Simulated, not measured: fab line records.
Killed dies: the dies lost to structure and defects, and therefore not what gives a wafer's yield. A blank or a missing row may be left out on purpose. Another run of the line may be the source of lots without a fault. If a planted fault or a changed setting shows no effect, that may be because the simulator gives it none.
What tool caused it? | flow nandHarc | 36 wafers from 12 lots sampled at 6 of the route's 1302 steps

WHAT THE GAUGES SHOWED, per wafer
NHARC_P_ZERO_WELL_CD_MEAS_11 targets a cd of 500 nm. Usual: cdNm at 500.3 nm, with a standard deviation of 1.4.
lot  | measured     | on       | cdNm (nm)         | flag
L362 | day 1 21:14  | cdSem-01 | 500.6 500.5 501.8 | 
L363 | day 2 07:07  | cdSem-01 | 498.5 499.9 499.4 | 
L364 | day 2 17:14  | cdSem-02 | 500.6 502.8 500.8 | 
L366 | day 3 13:23  | cdSem-01 | 499.5 500.0 500.6 | 
L368 | day 4 09:08  | cdSem-02 | 498.5 498.2 499.1 | 
L376 | day 7 17:07  | cdSem-03 | 498.5 500.7 497.6 | 
L377 | day 8 03:14  | cdSem-02 | 500.1 499.5 497.8 | 
L378 | day 8 13:16  | cdSem-01 | 501.1 503.8 503.2 | 
L380 | day 9 09:14  | cdSem-02 | 501.0 501.0 499.0 | 
L381 | day 9 19:28  | cdSem-03 | 499.0 499.9 503.1 | 
L382 | day 10 05:07 | cdSem-03 | 498.9 499.5 500.9 | 
L384 | day 11 01:15 | cdSem-01 | 500.9 502.7 502.2 | 

NHARC_P_ZERO_WELL_CD_MEAS_24 targets a cd of 720 nm. Usual: cdNm at 719.6 nm, with a standard deviation of 1.5.
lot  | measured     | on       | cdNm (nm)         | flag
L362 | day 1 22:34  | cdSem-02 | 719.0 718.9 719.3 | 
L363 | day 2 08:20  | cdSem-03 | 720.9 719.3 720.4 | 
L364 | day 2 18:35  | cdSem-02 | 720.8 720.5 720.5 | 
L366 | day 3 14:44  | cdSem-02 | 718.5 718.5 718.9 | 
L368 | day 4 10:22  | cdSem-02 | 719.2 720.4 719.5 | 
L376 | day 7 18:20  | cdSem-01 | 718.1 720.4 720.0 | 
L377 | day 8 04:35  | cdSem-01 | 719.0 721.0 721.2 | 
L378 | day 8 14:40  | cdSem-02 | 720.7 719.0 721.0 | 
L380 | day 9 10:38  | cdSem-02 | 720.1 719.4 720.2 | 
L381 | day 9 21:40  | cdSem-03 | 719.0 719.0 719.0 | 
L382 | day 10 07:34 | cdSem-01 | 716.5 719.4 718.6 | 
L384 | day 11 02:36 | cdSem-03 | 722.0 722.9 721.2 | 

NHARC_P_STI_CD_MEAS_09 targets a cd of 200 nm. Usual: cdNm at 200.2 nm, with a standard deviation of 1.4.
lot  | measured     | on       | cdNm (nm)         | flag
L362 | day 2 21:03  | cdSem-01 | 201.4 201.7 200.6 | 
L363 | day 3 06:26  | cdSem-02 | 200.7 200.9 199.0 | 
L364 | day 3 17:46  | cdSem-01 | 200.2 200.1 198.0 | 
L366 | day 4 12:24  | cdSem-01 | 207.4 208.4 210.3 | OFF
L368 | day 5 09:49  | cdSem-02 | 200.2 198.2 199.9 | 
L376 | day 8 15:09  | cdSem-01 | 199.3 200.5 199.2 | 
L377 | day 9 00:32  | cdSem-02 | 201.4 199.3 198.6 | 
L378 | day 9 11:36  | cdSem-01 | 199.7 199.7 200.8 | 
L380 | day 10 09:17 | cdSem-01 | 201.6 201.0 200.6 | 
L381 | day 10 17:17 | cdSem-01 | 197.7 197.6 197.4 | 
L382 | day 11 05:00 | cdSem-01 | 202.9 201.3 201.1 | 
L384 | day 11 23:04 | cdSem-02 | 201.4 201.2 200.2 | 

NHARC_P_STI_OCD_MEAS_17. Usual: trenchDepthNm 300 nm, standard deviation 3.1; trenchFootCdNm 158.4 nm, standard deviation 1.5.
lot  | measured     | on     | trenchDepthNm (nm) | trenchFootCdNm (nm) | flag
L362 | day 2 21:50  | ocd-02 | 293 298 296        | 160.9 159.3 159.4   | 
L363 | day 3 07:16  | ocd-02 | 294 296 299        | 159.5 159.1 156.9   | 
L364 | day 3 18:34  | ocd-02 | 305 300 306        | 157.2 158.5 155.0   | 
L366 | day 4 13:13  | ocd-02 | 299 306 302        | 165.7 167.1 168.0   | OFF
L368 | day 5 10:38  | ocd-02 | 296 298 296        | 158.9 156.3 158.9   | 
L376 | day 8 15:56  | ocd-02 | 298 298 295        | 158.0 158.8 158.1   | 
L377 | day 9 01:20  | ocd-01 | 302 300 302        | 158.7 157.7 156.6   | 
L378 | day 9 12:25  | ocd-02 | 295 293 298        | 158.4 158.7 158.8   | 
L380 | day 10 10:04 | ocd-01 | 299 299 300        | 160.1 159.6 158.9   | 
L381 | day 10 18:04 | ocd-01 | 299 302 298        | 155.6 156.1 155.5   | 
L382 | day 11 05:50 | ocd-02 | 296 297 296        | 161.3 160.0 160.0   | 
L384 | day 11 23:51 | ocd-02 | 301 300 301        | 159.3 159.5 157.9   | 

TOOL THAT RAN EACH LOT (tool first, then ch and the chambers of the sampled wafers, then the start)
lot  | NHARC_P_STI_EXPOSE_06            | NHARC_P_STI_ETCH_15
L362 | krfScanner-04 ch 0, day 2 20:54  | rieSi-05 ch 0,1,2, day 2 21:35
L363 | krfScanner-04 ch 0, day 3 06:17  | rieSi-03 ch 0,1,2, day 3 06:59
L364 | krfScanner-04 ch 0, day 3 17:37  | rieSi-06 ch 0,3, day 3 18:19
L366 | krfScanner-04 ch 0, day 4 12:16  | rieSi-05 ch 2,3, day 4 12:56
L368 | krfScanner-02 ch 0, day 5 09:40  | rieSi-05 ch 1,3, day 5 10:24
L376 | krfScanner-03 ch 0, day 8 15:00  | rieSi-03 ch 1,2,3, day 8 15:43
L377 | krfScanner-03 ch 0, day 9 00:23  | rieSi-05 ch 0,2, day 9 01:06
L378 | krfScanner-02 ch 0, day 9 11:28  | rieSi-03 ch 1,2, day 9 12:08
L380 | krfScanner-04 ch 0, day 10 09:08 | rieSi-05 ch 2,3, day 10 09:49
L381 | krfScanner-04 ch 0, day 10 17:07 | rieSi-05 ch 0,1,3, day 10 17:49
L382 | krfScanner-02 ch 0, day 11 04:51 | rieSi-05 ch 1,2,3, day 11 05:35
L384 | krfScanner-03 ch 0, day 11 22:56 | rieSi-06 ch 2,3, day 11 23:37
- NHARC_P_STI_EXPOSE_06: exposes mask P STI, target cd 200 nm.
- NHARC_P_STI_ETCH_15: etches the open film in HBr/Cl2, target depth 300 nm, time 100.1 s.

AS READ BY THE TOOLS THEMSELVES (means over the sampled wafers that have a number; for cases with no such wafer, the mark the record gives instead)
NHARC_P_STI_ETCH_15. Usual: drypumpMotorCurrentA 6.0 A, standard deviation 0.48; hbrFlowSccm 149.9 sccm, standard deviation 0.43; oesProductAu 0.998 a.u., standard deviation 0.0077; throttleValvePct 26.407 %, standard deviation 0.0099.
lot  | tool     | drypumpMotorCurrentA (A) | hbrFlowSccm (sccm) | oesProductAu (a.u.) | throttleValvePct (%) | flag
L362 | rieSi-05 | 5.7                      | 149.7              | 0.988               | 26.405               | 
L363 | rieSi-03 | 6.0                      | 150.2              | 0.991               | 26.399               | 
L364 | rieSi-06 | 5.8                      | 149.4              | 1.010               | 26.407               | 
L366 | rieSi-05 | 6.4                      | 150.0              | 1.005               | 26.402               | 
L368 | rieSi-05 | 6.1                      | 150.2              | 0.998               | 26.411               | 
L376 | rieSi-03 | 5.9                      | 149.9              | 0.993               | 26.410               | 
L377 | rieSi-05 | 6.0                      | 150.3              | 0.994               | 26.403               | 
L378 | rieSi-03 | 5.6                      | 150.5              | 0.993               | 26.403               | 
L380 | rieSi-05 | 6.2                      | 150.0              | 0.998               | 26.408               | 
L381 | rieSi-05 | 5.9                      | 150.1              | 1.000               | 26.413               | 
L382 | rieSi-05 | 5.9                      | 150.1              | 0.989               | 26.411               | 
L384 | rieSi-06 | 5.8                      | 150.0              | 0.998               | 26.402               | 

THE ANSWER, worked out from the rows above alone
Rule: take the mean of a lot's wafers that have a number; if it is more than 3 standard deviations from the usual mean, the lot is off. Also off: a lot with no number at a reading for which 4 or more lots have one. The other lots that the step has rows for count as sound. Order of review: gauges by route order, followed by the tools' own readings, for which a lot's mean as printed above is used. The first step at which some lot is off is used, and at that step the reading that is off furthest; a lot without a number counts as furthest.
Off, at NHARC_P_STI_CD_MEAS_09 on cdNm: L366.
If a tool, at a process step before that reading, ran all the lots that are off and no sound lot after the first of them, it fits. Not tried: the gauges at NHARC_P_STI_CD_MEAS_09; whatever is off there is also off at NHARC_P_STI_OCD_MEAS_17, on other tools, and gauge error can't account for it. Of those tried, none fits.

WHAT HAD BEEN PUT IN BY THE SIMULATOR
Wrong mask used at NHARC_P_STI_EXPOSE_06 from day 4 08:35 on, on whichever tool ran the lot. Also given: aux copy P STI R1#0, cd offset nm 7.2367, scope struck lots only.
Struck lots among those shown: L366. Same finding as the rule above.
